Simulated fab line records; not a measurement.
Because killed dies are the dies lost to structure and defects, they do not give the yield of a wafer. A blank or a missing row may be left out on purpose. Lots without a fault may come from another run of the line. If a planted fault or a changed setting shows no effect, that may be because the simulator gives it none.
Comparing a struck lot with a sound one :: flow n5_finfet :: 6 out of 1938 route steps
Sound: the wafers L373.1, L373.4, L373.5. The struck wafers were L383.2, L383.3, L383.6. The cause is named last.
Per side, at each step with rows, come the tool, then ch with its chambers, and then its first start. Under that, the readings that differ: sound wafers :: struck wafers :: difference of the means :: sigmas: that difference in standard deviations of wafers without a fault.
alike: a reading whose means differ by less than 2 such deviations, as well as words and numbers matching on both sides. not compared: withheld readings; readings where some wafer has no value; bounds like >300 that might hide an equal value; numbers whose values overlap and for which the record gives no deviation.
The two part at a step that has a row with sigmas, a row that says differs or no value, or rows on one side only. Non-overlapping numbers with no deviation appear without sigmas and do not part them. A reading missing from all wafers of one side parts the sides only when that side holds two or more wafers.

N5_START_INSPECT_01: inspects for defects (unpatterned scan).
  sound: defect_inspect-02 at day 1 18:02; struck: defect_inspect-02 at day 4 06:02
  alike: raw_defect_count
then, 2 steps without rows for these wafers: N5_ZERO_LAYER_PRECLEAN_00 (cleans in SPM, time 600 s); N5_ZERO_LAYER_SRD_01 (time 30 s, dry time 30 s).
N5_ZERO_LAYER_PECVD_02: deposits SiO2 from SiH4/N2O, target thk 10 nm, time 6 s.
  sound on pecvd-02 ch 0,1,2, day 1 18:17; struck on pecvd-01 ch 0,2, day 4 06:17
  no value came back on the struck wafers for chamber_pressure_Torr (Torr), heater_power_outer_w (W), heater_power_w (W), showerhead_plenum_p_Torr (Torr); on the sound wafers chamber_pressure_Torr (Torr) reads 0.7540 0.7522 0.7501
  not compared: since_wet_clean_h
then, 1 step without rows for these wafers: N5_ZERO_LAYER_HMDS_04 (time 60 s).
-- the record jumps here: 11 days lie between the struck wafers' starts before and after (it left off in module ZERO_LAYER and takes up again in module PASSIVATION, whose first step shown is number 1936 of the route) --
N5_PASSIVATION_PROBE_49:
  only the struck wafers here have rows in the record (prober-01, day 15 04:47); the sound ones have none

## WHERE THEY PART
Earliest at N5_ZERO_LAYER_PECVD_02; latest, in this record, at N5_PASSIVATION_PROBE_49.

WHY: what the simulator had put in
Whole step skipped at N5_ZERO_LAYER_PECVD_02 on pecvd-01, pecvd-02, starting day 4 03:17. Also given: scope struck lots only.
